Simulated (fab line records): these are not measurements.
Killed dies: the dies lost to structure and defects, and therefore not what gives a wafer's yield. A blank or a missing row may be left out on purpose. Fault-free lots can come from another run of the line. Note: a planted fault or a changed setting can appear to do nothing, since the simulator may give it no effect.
Split-lot study | flow n5_finfet | 21 wafers read across 7 lots, on a route 1938 steps long

SPLIT DETAILS
At N5_BEOL_M13_COAT_58 (time 60 s, resist thk 89 nm), the setting spin_rpm was moved away from the recipe's 1500 rpm on 7 of the 21 wafers read, by -10.6% to +4.7%. All remaining wafers had this setting at the recipe value.

FROM THE SPLIT TO THE READING: what the file shows between them, 3 steps
- N5_BEOL_M13_COAT_04: resist thk 400 nm
- N5_BEOL_M13_EBR_06
- N5_BEOL_M13_DESCUM_15: chemistry O2, time 7.9 s

THE READING
etch.depth_nm (the simulator's own value, which no gauge read), in nm, at N5_BEOL_M13_ETCH_59 (etches BARC in N2/H2, target depth 89 nm, overetch 26.7 nm, time 67.9 s). There is no usual value for it anywhere in the file. Here, 14 wafers ran the recipe; their average is 89.22 nm with a standard deviation of 0.31 nm.

wafer  | tool, chamber at the split | spin_rpm as run, rpm | against the recipe | etch.depth_nm, nm | against lot-mates on the recipe
L076.1 | litho_track-01, 0          | 1500                 | recipe             | 89.01             | -
L076.3 | litho_track-01, 0          | 1500                 | recipe             | 88.9              | -
L076.5 | litho_track-01, 0          | 1500                 | recipe             | 88.67             | -
L078.3 | litho_track-03, 0          | 1500                 | recipe             | 88.83             | -
L078.4 | litho_track-03, 0          | 1341                 | -10.6%             | 94.75             | +5.92
L078.6 | litho_track-03, 0          | 1341                 | -10.6%             | 94.32             | +5.49
L077.2 | litho_track-02, 0          | 1500                 | recipe             | 89.06             | -
L077.3 | litho_track-02, 0          | 1570                 | +4.7%              | 87.18             | -1.88
L077.6 | litho_track-02, 0          | 1570                 | +4.7%              | 87.22             | -1.84
L080.3 | litho_track-03, 0          | 1500                 | recipe             | 89.1              | -
L080.4 | litho_track-03, 0          | 1500                 | recipe             | 89.31             | -
L080.5 | litho_track-03, 0          | 1500                 | recipe             | 89.05             | -
L083.3 | litho_track-01, 0          | 1500                 | recipe             | 89.71             | -
L083.5 | litho_track-01, 0          | 1345                 | -10.3%             | 94.64             | +5.07
L083.6 | litho_track-01, 0          | 1500                 | recipe             | 89.44             | -
L086.1 | litho_track-02, 0          | 1500                 | recipe             | 89.52             | -
L086.3 | litho_track-02, 0          | 1500                 | recipe             | 89.36             | -
L086.5 | litho_track-02, 0          | 1500                 | recipe             | 89.5              | -
L091.1 | litho_track-02, 0          | 1418                 | -5.5%              | 92.11             | +2.50
L091.3 | litho_track-02, 0          | 1418                 | -5.5%              | 92.17             | +2.56
L091.4 | litho_track-02, 0          | 1500                 | recipe             | 89.61             | -

THE FIT
A straight line over all 21 wafers: etch.depth_nm changes by -0.5 nm for each +1% of spin_rpm; r = -0.99; the points scatter about the line by 0.3 nm.
The same after taking each lot's own level away (the mean of its wafers on the recipe; 21 wafers): -0.497 nm for each +1%; r = -0.99; scatter 0.23 nm.
That fit puts the effect of the largest move of spin_rpm on the reading at 5.3 nm.
Measured against the standard deviation above, the lots' own levels, which go from 88.830 to 89.610 nm, span 2.6 times it.
Consequently the slope shifts little with the lot-to-lot level, the two slopes agreeing.
Check: with one of the wafers moved furthest among these (-10.6%) left out of the fit, the line predicts +5.13 nm for it against its lot-mates. Against them it came out at +5.92 nm.

OTHER SPLITS APPLIED TO THESE WAFERS
Before the reading, these wafers also passed through other splits. Each is held against what the fit with the lots' levels taken away leaves over:
other split on the same wafers | wafers away from the commonest value | r with etch.depth_nm (lot level and that fit taken away)
N5_BEOL_M10_PEB_26 peb_time_s  | 8                                    | +0.44
N5_BEOL_M11_COAT_63 spin_rpm   | 10                                   | +0.42
N5_BEOL_M11_EXPOSE_25 dose_mj  | 9                                    | +0.61
N5_BEOL_M13_ILD_DEP_00 time_s  | 6                                    | +0.05

THE WHOLE CHAIN: every reading that the file lists as answering this split, in the file's order
step                 | what it does                                                            | reading                                                                          | change (the file's fit)               | r (the file's)
N5_BEOL_M13_COAT_58  | time 60 s, resist thk 89 nm                                             | BARC_of_BEOL_M13_COAT_58.thk_nm (the simulator's own value, which no gauge read) | -0.501 nm for each +1% of the setting | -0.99
N5_BEOL_M13_ETCH_59  | etches BARC in N2/H2, target depth 89 nm, overetch 26.7 nm, time 67.9 s | etch.depth_nm (the simulator's own value, which no gauge read)                   | -0.5 nm for each +1% of the setting   | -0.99
N5_BEOL_M13_STRIP_64 | strips in N2/H2                                                         | strip_time_to_endpoint_s                                                         | withheld for each +1% of the setting  | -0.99

THE FILE'S OWN FIT
etch.depth_nm changes by -0.5 nm for each +1% of spin_rpm, r = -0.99.
